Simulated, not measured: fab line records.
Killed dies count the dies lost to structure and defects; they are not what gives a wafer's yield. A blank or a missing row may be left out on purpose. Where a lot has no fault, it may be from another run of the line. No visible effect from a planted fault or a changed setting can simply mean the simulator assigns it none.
Matching of chambers ; flow nand-harc ; rie-diel-04 running NHARC_A_STAIRCASE_ETCHBACK_157: 4 sister chambers
The step etches the open film in CH3F/O2, target depth 90 nm, time 167.14 s. 4 wafers are shown with their chamber, then 11 later ones without.

== WAFERS PAIRED WITH THEIR CHAMBERS ==
wafer;chamber;drypump-motor-current-A (A)
L086.1;0;5.62
L089.1;2;5.96
L089.4;3;4.99
L088.2;1;5.73

== WAFERS MISSING THEIR CHAMBER ==
wafer;drypump-motor-current-A (A)
L088.4;4.98
L088.6;4.97
L090.1;5.60
L090.3;5.93
L090.6;5.92
L092.3;5.59
L092.4;5.94
L092.6;5.96
L097.2;5.60
L097.3;5.73
L097.6;5.95

== EACH ONE'S CHAMBER ==
wafer;from the rows above;in truth
L088.4;3;3
L088.6;3;3
L090.1;0;0
L090.3;2;2
L090.6;2;2
L092.3;0;0
L092.4;2;2
L092.6;2;2
L097.2;0;0
L097.3;1;1
L097.6;2;2
Correctly placed: 11 of 11. Number that these rows cannot place: 0. Number placed wrongly: 0.
How it was worked out, from the rows above alone: a wafer's distance from a chamber is the root of the sum, over the readings, of the square of ((its reading less the chamber's mean) divided by the reading's scatter). If the next closest chamber is less than 2 further off than the closest, the wafer can't be placed; otherwise it belongs to the closest. For every chamber, the mean is computed from those of its wafers that are shown. The scatter: root of mean squared gap, hidden wafer to nearest shown wafer, with one shown wafer a chamber.
